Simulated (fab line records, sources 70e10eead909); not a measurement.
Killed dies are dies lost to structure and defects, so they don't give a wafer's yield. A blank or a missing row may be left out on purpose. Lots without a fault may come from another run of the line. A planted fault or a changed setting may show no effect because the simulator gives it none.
fab line records | flow nand_harc | part 2 of 2: steps 23 to 30 of 30
record lots=5 wafers=15 last_day=31
route steps=1302 shown A_CHANNEL_FILL_D2@618 A_STAIRCASE@639
lots that met no fault: from a run of the same line without faults
start_h: hours from the record's first day to the start of the lot's first wafer shown | wait_h: hours since the lot's step before | " the same as in the row above | L1.1+2: a row that stands for several wafers | - no value, or no start given | * or withheld: withheld | < > ~ a bound
route shown NAME@n: a module of which the file shows steps, and the number in the route of the first | usual: mean/standard deviation of fault-free wafers | same: alike in all rows | chamber/n: place in a boat | sites: the reading at each site | _std_site: their standard deviation | _edge_site: outer sites' mean less inner sites' | radius_mm: how far each site lies from the wafer's centre | mask NAME#n: copy n | behind: the tool/chamber that last shaped the wafer | hold: why the lot was held/for how many hours/how that ended | device: the transistor (n, p or np) that didn't switch | end of line: the same wafers' tests at the end of the route | a step without rows: its recipe alone | killed: dies lost to structure and defects at the first sort, not the wafer's yield | map: a wafer's dies, x killed, . not, _ none there
set.NAME: the setting as run; set.NAME@STEP: as run at that earlier step | model.NAME: the simulator's own value behind a step, which no gauge read
lots at some steps of the route; a table a step, a row a wafer
services: from which hour (start_h, from the record's first day; less than 0 if before it) a tool's chamber was out of use, for how many hours, and why
## steps
# step NHARC_A_STAIRCASE_SOFTBAKE_161
# recipe temp_c=135 time_s=170
# usual chill_plate_temp_C=23.00/0.1 resist_line_temp_C=23.01/0.11
# columns lot.wafer tool chamber start_h wait_h chill_plate_temp_C resist_line_temp_C
L074.3 litho_track-05 0 - - 22.88 23.01
L074.4 " 0 " " 23.05 23.01
L074.6 " 0 " " 22.93 23.01
L079.2 litho_track-05 0 - - 22.95 23.03
L079.5 " 0 " " 22.85 22.90
L079.6 " 0 " " 22.98 22.94
L082.1 litho_track-02 0 - - 22.83 22.96
L082.2 " 0 " " 23.02 22.86
L082.6 " 0 " " 22.85 22.98
L087.1 litho_track-05 0 - - 23.07 23.06
L087.3 " 0 " " 23.06 22.87
L087.4 " 0 " " 22.77 22.98
L093.1 litho_track-03 0 - - 23.10 23.04
L093.2 " 0 " " 23.03 23.03
L093.6 " 0 " " 23.08 22.94
# step NHARC_A_STAIRCASE_EBR_162
# usual chill_plate_temp_C=23.00/0.1 resist_line_temp_C=22.99/0.11
# columns lot.wafer tool chamber start_h wait_h chill_plate_temp_C resist_line_temp_C
L074.3 litho_track-05 0 - - 22.99 23.01
L074.4 " 0 " " 22.93 23.11
L074.6 " 0 " " 23.00 22.89
L079.2 litho_track-05 0 - - 23.10 22.95
L079.5 " 0 " " 22.98 22.97
L079.6 " 0 " " 23.15 23.00
L082.1 litho_track-02 0 - - 22.96 23.12
L082.2 " 0 " " 22.94 22.98
L082.6 " 0 " " 22.89 22.98
L087.1 litho_track-05 0 - - 22.97 22.93
L087.3 " 0 " " 23.19 23.11
L087.4 " 0 " " 23.17 23.08
L093.1 litho_track-03 0 - - 23.10 22.91
L093.2 " 0 " " 22.91 23.07
L093.6 " 0 " " 22.98 22.96
# step NHARC_A_STAIRCASE_EXPOSE_163
# recipe na=0.5 dose_mj=20.01 mask_id=STAIR_OPEN
# columns lot.wafer tool chamber start_h wait_h mask
L074.3+4+6 krf_scanner-01 0 347.75 - STAIR_OPEN#0
L079.2+5+6 krf_scanner-04 0 392.31 - STAIR_OPEN#0
L082.1+2+6 krf_scanner-03 0 425.71 - STAIR_OPEN#0
L087.1+3+4 krf_scanner-04 0 486.00 - STAIR_OPEN#0
L093.1+2+6 krf_scanner-01 0 539.05 - STAIR_OPEN#0
# step NHARC_A_STAIRCASE_PEB_164
# recipe peb_temp_c=115 peb_time_s=130
# usual chill_plate_temp_C=23.03/0.11 resist_line_temp_C=23.00/0.1
# columns lot.wafer tool chamber start_h wait_h chill_plate_temp_C resist_line_temp_C
L074.3 litho_track-05 0 347.81 0.0 22.98 23.01
L074.4 " 0 " " 22.83 23.09
L074.6 " 0 " " 23.00 23.01
L079.2 litho_track-03 0 392.37 0.1 23.16 22.81
L079.5 " 0 " " 22.97 22.83
L079.6 " 0 " " 22.97 22.83
L082.1 litho_track-05 0 425.77 0.1 22.98 22.99
L082.2 " 0 " " 23.12 23.05
L082.6 " 0 " " 23.14 23.10
L087.1 litho_track-05 0 486.07 0.1 23.02 23.04
L087.3 " 0 " " 22.99 22.97
L087.4 " 0 " " 22.95 22.94
L093.1 litho_track-05 0 539.11 0.1 23.16 23.16
L093.2 " 0 " " 23.04 23.11
L093.6 " 0 " " 23.05 23.02
# step NHARC_A_STAIRCASE_DEVELOP_165
# recipe time_s=140
# usual chill_plate_temp_C=23.00/0.1 resist_line_temp_C=23.02/0.11
# columns lot.wafer tool chamber start_h wait_h chill_plate_temp_C resist_line_temp_C
L074.3 litho_track-05 0 - - 23.01 23.16
L074.4 " 0 " " 23.02 23.07
L074.6 " 0 " " 23.01 23.16
L079.2 litho_track-03 0 - - 23.04 23.05
L079.5 " 0 " " 22.92 23.15
L079.6 " 0 " " 22.92 23.09
L082.1 litho_track-05 0 - - 23.04 22.98
L082.2 " 0 " " 22.96 22.86
L082.6 " 0 " " 23.05 22.93
L087.1 litho_track-05 0 - - 23.16 23.04
L087.3 " 0 " " 23.17 22.99
L087.4 " 0 " " 23.13 22.88
L093.1 litho_track-05 0 - - 22.91 23.06
L093.2 " 0 " " 22.98 22.97
L093.6 " 0 " " 23.06 22.92
# step NHARC_A_STAIRCASE_HARDBAKE_167
# recipe temp_c=120 time_s=140
# usual chill_plate_temp_C=23.00/0.1 resist_line_temp_C=23.00/0.095
# columns lot.wafer tool chamber start_h wait_h chill_plate_temp_C resist_line_temp_C
L074.3 litho_track-05 0 348.03 - 22.84 23.05
L074.4 " 0 " " 22.96 23.06
L074.6 " 0 " " 22.95 22.92
L079.2 litho_track-02 0 392.59 - 23.04 22.87
L079.5 " 0 " " 22.98 22.75
L079.6 " 0 " " 23.11 23.04
L082.1 litho_track-05 0 425.99 - 22.86 23.17
L082.2 " 0 " " 22.79 23.02
L082.6 " 0 " " 22.86 22.99
L087.1 litho_track-03 0 486.29 - 23.00 22.94
L087.3 " 0 " " 22.80 22.89
L087.4 " 0 " " 23.03 22.99
L093.1 litho_track-03 0 539.33 - 23.00 23.01
L093.2 " 0 " " 23.08 23.07
L093.6 " 0 " " 23.05 22.86
# step NHARC_A_STAIRCASE_DESCUM_168
# recipe time_s=3 o2_flow_sccm=200 ar_flow_sccm=0 bias_power_w=0 chemistry=O2
# usual drypump_motor_current_A=5.9/0.37 oes_product_au=0.998/0.0097 rf_vpp_V=57.7/0.93 showerhead_plenum_p_Torr=1.93/0.086 throttle_valve_pct=11.312/0.0095
# columns lot.wafer tool chamber start_h wait_h drypump_motor_current_A oes_product_au rf_hours_counter_h rf_vpp_V showerhead_plenum_p_Torr throttle_valve_pct
L074.3 rie_diel-07 3 348.12 - 4.9 0.993 14 58.4 1.98 11.311
L074.4 " 0 " " 6.3 0.986 13 56.8 1.84 11.333
L074.6 " 2 " " 6.2 0.984 - 58.4 2.00 11.306
L079.2 rie_diel-04 1 392.71 - 6.0 1.015 7 57.6 1.89 11.321
L079.5 " 2 " " 5.6 0.993 - 57.3 1.79 11.304
L079.6 " 3 " " 6.1 0.985 - 59.1 1.93 11.314
L082.1 rie_diel-04 0 426.08 - 6.2 0.993 17 58.0 2.07 11.317
L082.2 " 2 " " 5.6 1.010 19 58.0 1.79 11.324
L082.6 " 1 " " 5.9 1.014 - 57.5 1.89 11.314
L087.4 rie_diel-07 1 486.39 - 5.9 0.984 0 58.6 1.88 11.300
L087.1 " 2 " " 6.2 0.993 0 57.9 1.98 11.314
L087.3 " 3 " " 4.9 0.986 0 56.2 1.97 11.312
L093.1 rie_diel-08 3 539.43 - 5.8 0.993 64 57.6 2.04 11.317
L093.2 " 1 " " 5.9 1.002 56 58.0 2.04 11.300
L093.6 " 2 " " 5.6 1.002 - 58.3 1.91 11.296
# step NHARC_A_STAIRCASE_ETCH_169
# recipe target_depth_a=500 time_s=107.1 ion_energy_ev=120 ch3f_flow_sccm=50 o2_flow_sccm=30 ar_flow_sccm=200 rf_w=500 bias_w=100 chemistry=CH3F/O2
# usual drypump_motor_current_A=5.9/0.37 oes_product_au=0.958/0.015 rf_fwd_power_W=496.8/1.7 rf_vpp_V=244.7/1.7 showerhead_plenum_p_Torr=2.48/0.11 throttle_valve_pct=20.663/0.0095
# columns lot.wafer tool chamber start_h wait_h drypump_motor_current_A oes_product_au rf_fwd_power_W rf_hours_counter_h rf_vpp_V showerhead_plenum_p_Torr throttle_valve_pct
L074.3 rie_diel-07 3 348.21 0.1 4.9 0.962 497.8 14 246.5 2.55 20.659
L074.4 " 1 " " 5.9 0.961 494.6 13 244.6 2.43 20.653
L074.6 " 2 " " 6.2 0.934 498.1 - 247.4 2.56 20.658
L079.2 rie_diel-04 3 392.90 0.2 6.1 0.924 496.1 7 244.3 2.48 20.667
L079.5 " 2 " " 5.6 0.947 498.0 - 241.9 2.31 20.660
L079.6 " 3 " " 6.1 0.933 498.1 - 245.4 2.48 20.658
L082.1 rie_diel-04 0 426.18 0.1 6.2 0.956 497.7 17 246.7 2.65 20.674
L082.2 " 2 " " 5.6 0.983 500.8 19 241.8 2.30 20.674
L082.6 " 3 " " 6.1 0.978 496.6 - 245.8 2.47 20.675
L087.1 rie_diel-07 2 486.47 0.1 6.2 0.968 494.8 0 246.3 2.55 20.642
L087.3 " 3 " " 4.9 0.969 498.1 0 245.1 2.53 20.663
L087.4 " 0 " " 6.3 0.948 498.0 1 242.1 2.34 20.659
L093.1 rie_diel-08 1 539.51 0.1 5.9 0.968 496.1 56 245.5 2.61 20.672
L093.2 " 3 " " 5.8 0.954 494.5 64 246.7 2.62 20.665
L093.6 " 2 " " 5.6 0.968 495.3 - 244.4 2.45 20.666
## services
# columns tool chamber start_h hours kind
litho_track-05 - 299.00 7.0 pm
rie_diel-06 - 307.20 9.0 pm
lpcvd_poly-03 - 311.29 2.3 repair
rie_diel-07 - 324.89 12.4 repair
wet_bench-07 - 336.00 8.0 pm
rie_diel-04 2 338.78 6.7 repair
rie_diel-04 - 357.44 9.0 pm
lpcvd_poly-03 - 389.81 26.0 pm
rie_diel-06 0 389.94 2.6 repair
rie_diel-02 - 393.70 9.0 pm
litho_track-02 - 402.00 7.0 pm
ald_hk-04 - 435.79 10.0 pm
wet_bench-05 - 436.80 8.0 pm
rie_diel-06 1 437.12 7.5 repair
litho_track-03 - 450.00 7.0 pm
wet_bench-01 - 453.60 8.0 pm
rie_diel-02 1 465.87 12.9 repair
rie_diel-07 - 473.84 9.0 pm
litho_track-05 - 474.00 7.0 pm
rie_diel-06 - 484.20 9.0 pm
wet_bench-05 - 487.24 2.7 repair
rie_diel-06 - 510.93 0.2 repair
wet_bench-07 - 512.00 8.0 pm
rie_diel-02 0 517.69 2.9 repair
